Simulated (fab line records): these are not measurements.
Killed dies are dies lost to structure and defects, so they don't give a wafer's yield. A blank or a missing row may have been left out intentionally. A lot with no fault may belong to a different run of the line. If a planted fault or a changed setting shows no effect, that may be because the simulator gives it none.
Comparing a struck lot with a sound one -- flow nandHarc -- 15 steps out of a route of 1302
Sound: these wafers, L258.1, L258.5, L258.6. Struck: wafers L271.1, L271.3, L271.4. Last of all comes the cause.
For every step that has rows: the tool of each side, followed by ch and its chambers, followed by its first start. Under that, the readings that differ: sound wafers -- struck wafers -- difference of the means -- sigmas: that difference in standard deviations of wafers without a fault.
alike: a reading whose means differ by less than 2 such deviations, as well as words and numbers matching on both sides. not compared: withheld readings; readings where some wafer has no value; bounds like >300 that might hide an equal value; numbers whose values overlap and for which the record gives no deviation.
Wherever a step has rows on one side only, a row that says differs or no value, or a row with sigmas, the two part there. When numbers do not overlap yet have no deviation, they are printed without sigmas and do not part them. A reading that every wafer of one side lacks parts them only if that side has two wafers or more.

first, 1 step without rows for these wafers: NHARC_P_GATE_DEVELOP_25 (develop time 35 s).
NHARC_P_GATE_CD_MEAS_26 targets a cd of 120 nm.
  sound on cdSem-02 ch 0, day 5 08:46; struck on cdSem-03 ch 0, day 10 23:20
  alike: cdNm
NHARC_P_GATE_OVL_MEAS_27:
  sound on overlay-01 at day 5 08:52; struck on overlay-01 at day 10 23:25
reading,sound,struck,difference,sigmas
overlayYNm (nm),-0.2 0.3 0.1,-1.4 -1.6 -1.9,-1.7,-2
  alike: overlayXNm
NHARC_P_GATE_INSPECT_28:
  sound on defectInspect-01 at day 5 08:53; struck on defectInspect-02 at day 10 23:28
  alike: rawDefectCount
NHARC_P_GATE_DESCUM_31: chemistry O2, time 3 s.
  sound on rieDiel-06 ch 0,1, day 5 08:58; struck on rieDiel-04 ch 0,2,3, day 10 23:31
  alike: drypumpMotorCurrentA, oesProductAu, rfVppV, showerheadPlenumPTorr, throttleValvePct
  not compared: rfHoursCounterH
NHARC_P_GATE_ETCH_104: etches the open film in CF4/CHF3, target depth 60 nm.
  sound on rieDiel-06 ch 1,2,3, day 5 09:03; struck on rieDiel-04 ch 0,1,2, day 10 23:36
  alike: drypumpMotorCurrentA, oesProductAu, rfVppV, showerheadPlenumPTorr, throttleValvePct
NHARC_P_GATE_HM_OPEN_105: chemistry O2/COS, target depth 360 nm.
  sound on rieDiel-06 ch 1,2,3; struck on rieDiel-04 ch 1,2,3
  alike: drypumpMotorCurrentA, oesProductAu, rfVppV, showerheadPlenumPTorr, throttleValvePct
  not compared: rfHoursCounterH
then, 2 steps without rows for these wafers: NHARC_P_GATE_STRIP_106 (strips in O2/COS); NHARC_P_GATE_ETCH_114 (etches the open film in CF4/O2, target depth 30 nm, overetch 3 nm, time 16.5 s).
NHARC_P_GATE_ETCH_32: etches the open film in HBr/Cl2, target depth 150 nm, time 100.1 s.
  sound on rieSi-01 ch 0,1,2, day 5 09:27; struck on rieSi-06 ch 0,2,3, day 10 23:59
reading,sound,struck,difference,sigmas
oesProductAu (a.u.),1.006 1.004 1.014,1.000 0.982 0.997,-0.015,-2
  alike: drypumpMotorCurrentA, throttleValvePct
  not compared: rfHoursCounterH
NHARC_P_GATE_STRIP_108: strips in O2.
  sound on rieDiel-08 ch 1,2, day 5 09:35; struck on rieDiel-08 ch 0,2,3, day 11 00:08
  alike: chamberPressureMTorr, drypumpMotorCurrentA, oesProductAu, rfVppV, showerheadPlenumPTorr, throttleValvePct
  not compared: rfHoursCounterH
NHARC_P_GATE_CD_MEAS_33:
  sound on cdSem-02 at day 5 09:46; struck on cdSem-01 at day 11 00:19
  alike: cdNm
NHARC_P_GATE_STRIP_35: strips in SPM, time 600 s.
  sound on wetBench-07 ch 4,5,7, day 5 09:51; struck on wetBench-07 ch 1,2,4, day 11 00:25
  no value came back on the struck wafers for bathGuardTempC (C), bathHeatDutyPct (%); on the sound wafers bathGuardTempC (C) reads 130.1 130.0 130.2
then, 1 step without rows for these wafers: NHARC_P_GATE_PRECLEAN_73 (cleans in SC1).
-- the record jumps here: 19 days lie between the struck wafers' starts before and after (it left off in module P_GATE and takes up again in module END, whose first step shown is number 1302 of the route) --
NHARC_END_SORT_01:
  sound on prober-02 ch 0, day 24 22:55; struck on prober-02 ch 0, day 29 18:24
  alike: killedAtArray, killedAtOther, killedAtPeriphery, killedDies, killedOpen, killedShort

## WHERE THEY PART
First at NHARC_P_GATE_OVL_MEAS_27; last, within this record, at NHARC_P_GATE_STRIP_35. Later steps at which nothing parts them and some readings are alike: NHARC_END_SORT_01.

WHY: what had been put in by the simulator
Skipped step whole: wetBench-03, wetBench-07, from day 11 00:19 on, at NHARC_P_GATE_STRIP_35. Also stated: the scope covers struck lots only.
